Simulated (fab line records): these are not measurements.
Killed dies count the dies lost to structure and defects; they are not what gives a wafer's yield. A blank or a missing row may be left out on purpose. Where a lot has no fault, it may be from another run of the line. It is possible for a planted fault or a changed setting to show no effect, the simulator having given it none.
A single fault, viewed from 3 desks :: flow n5-finfet :: each desk has only its own numbers; what lay behind them comes last

## TOOL OWNER'S DESK, cmp-01
The tool's own readings at N5_BEOL_M3_CMP_52 (polishes, stops on SiOC, t overpolish 6.8 s, target thk 40 nm): means of the sampled wafers that have a number, for each lot that ran on this tool. A lot is out of limits, marked OUT, if its mean lies more than 4 standard deviations from the usual mean; the brackets give that distance.
Columns: A = barrier-field-endpoint-s at N5_BEOL_M3_CMP_52, usual 24.7 s; B = motor-current-A at N5_BEOL_M3_CMP_52, usual 6.1 A; C = overpolish-run-s at N5_BEOL_M3_CMP_52, usual 6.799 s; D = time-to-endpoint-s at N5_BEOL_M3_CMP_52, usual 63 s
lot: L932
first seen here: day 7 06:00
A: 24.9
B: 6.2
C: 6.794
D: 66

lot: L937
first seen here: day 9 16:33
A: 25.0
B: 5.7
C: 6.796
D: 64

lot: L943
first seen here: day 10 13:38
A: 41.2 (+28) OUT
B: 6.1
C: 0.039 (-99 or more) OUT
D: 80 (+5.0) OUT

lot: L948
first seen here: day 11 14:56
A: 41.2 (+28) OUT
B: 5.6
C: 0.036 (-99 or more) OUT
D: 81 (+5.2) OUT
This desk finds L943, L948 out of limits, L943 being first, at day 10 13:38 (barrier-field-endpoint-s at N5_BEOL_M3_CMP_52). Within limits: L932, L937.

## THE DEFECT DESK
For each lot, the counts of the inspections along the route, averaged over the sampled wafers that have a number. A lot is out of limits, marked OUT, if its mean lies more than 4 standard deviations from the usual mean; the brackets give that distance.
Columns: A = raw-defect-count at N5_BEOL_M3_INSPECT_59, usual 74
lot: L932
first seen here: day 7 06:35
A: 77

lot: L933
first seen here: day 7 21:25
A: 72

lot: L937
first seen here: day 9 17:08
A: 62

lot: L943
first seen here: day 10 14:14
A: 5088 (+99 or more) OUT

lot: L945
first seen here: day 11 05:34
A: 30

lot: L946
first seen here: day 11 08:02
A: 108

lot: L948
first seen here: day 11 15:29
A: 4984 (+99 or more) OUT

lot: L953
first seen here: day 13 00:10
A: 82

lot: L955
first seen here: day 14 21:48
A: 62
This desk finds L943, L948 out of limits, L943 being first, at day 10 14:14 (raw-defect-count at N5_BEOL_M3_INSPECT_59). Within limits: L932, L933, L937, L945, L946, L953, L955.

## THE METROLOGY DESK
What the gauges read, lot by lot, whatever tool the lot ran on: means of the sampled wafers that have a number. A lot is out of limits, marked OUT, if its mean lies more than 4 standard deviations from the usual mean; the brackets give that distance. Shown are 7 of the 11 readings it has, namely the first that went out of limits plus those furthest out on some lot.
Columns: A = M3_THK at N5_BEOL_M3_THK_MEAS_53, usual 40.7 nm; B = DIBL_P at N5_BEOL_M4_RC_MEAS_101, usual 36.7 mV/V; C = IOFF_N at N5_BEOL_M4_RC_MEAS_101, usual 0.17 nA/um; D = IOFF_P at N5_BEOL_M4_RC_MEAS_101, usual 0.22 nA/um; E = ION_P at N5_BEOL_M4_RC_MEAS_101, usual 462 uA/um; F = SS_N at N5_BEOL_M4_RC_MEAS_101, usual 71.5 mV/dec; G = SS_P at N5_BEOL_M4_RC_MEAS_101, usual 73.4 mV/dec
lot: L932
first seen here: day 7 06:18
A: 41.4
B: 33.1
C: 0.12
D: 0.18
E: 464
F: 71.0
G: 72.9

lot: L933
first seen here: day 7 21:05
A: 40.9
B: 39.1
C: 0.20
D: 0.29
E: 473
F: 72.4
G: 73.9

lot: L937
first seen here: day 9 16:51
A: 40.5
B: 38.8
C: 0.18
D: 0.28
E: 466
F: 72.2
G: 73.7

lot: L943
first seen here: day 10 13:51
A: 158.0 (+73) OUT
B: -
C: -
D: -
E: -
F: -
G: -

lot: L945
first seen here: day 11 05:10
A: 40.4
B: 38.4
C: 0.18
D: 0.20
E: 456
F: 72.2
G: 73.6

lot: L946
first seen here: day 11 07:46
A: 40.2
B: 36.4
C: 0.16
D: 0.18
E: 454
F: 71.3
G: 73.4

lot: L948
first seen here: day 11 15:11
A: 157.0 (+73) OUT
B: -
C: -
D: -
E: -
F: -
G: -

lot: L953
first seen here: day 12 23:51
A: 41.5
B: 34.9
C: 0.13
D: 0.16
E: 454
F: 71.2
G: 72.4

lot: L955
first seen here: day 14 21:31
A: 39.1
B: 37.1
C: 0.18
D: 0.24
E: 467
F: 71.8
G: 73.4
This desk reports L943, L948 out of limits; the earliest was L943 at day 10 13:51 (M3_THK at N5_BEOL_M3_THK_MEAS_53). Within limits: L932, L933, L937, L945, L946, L953, L955.

## PUT TOGETHER
The tool owner's desk could have raised an alarm at day 10 13:38, on L943, L948.
L943, L948 would have let the metrology desk raise an alarm at day 10 13:51.
The defect desk could have raised an alarm at day 10 14:14, on L943, L948.
On cmp-01, each named lot ran N5_BEOL_M3_CMP_52.

## WHAT THE SIMULATOR HAD INSERTED
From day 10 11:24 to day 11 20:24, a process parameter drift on cmp-01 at N5_BEOL_M3_CMP_52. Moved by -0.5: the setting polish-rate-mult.
Shown lots that were struck: L943, L948.
Hours from the fault's start to each desk's first reading out of limits: the tool owner's desk, 2; the metrology desk, 2; the defect desk, 3.
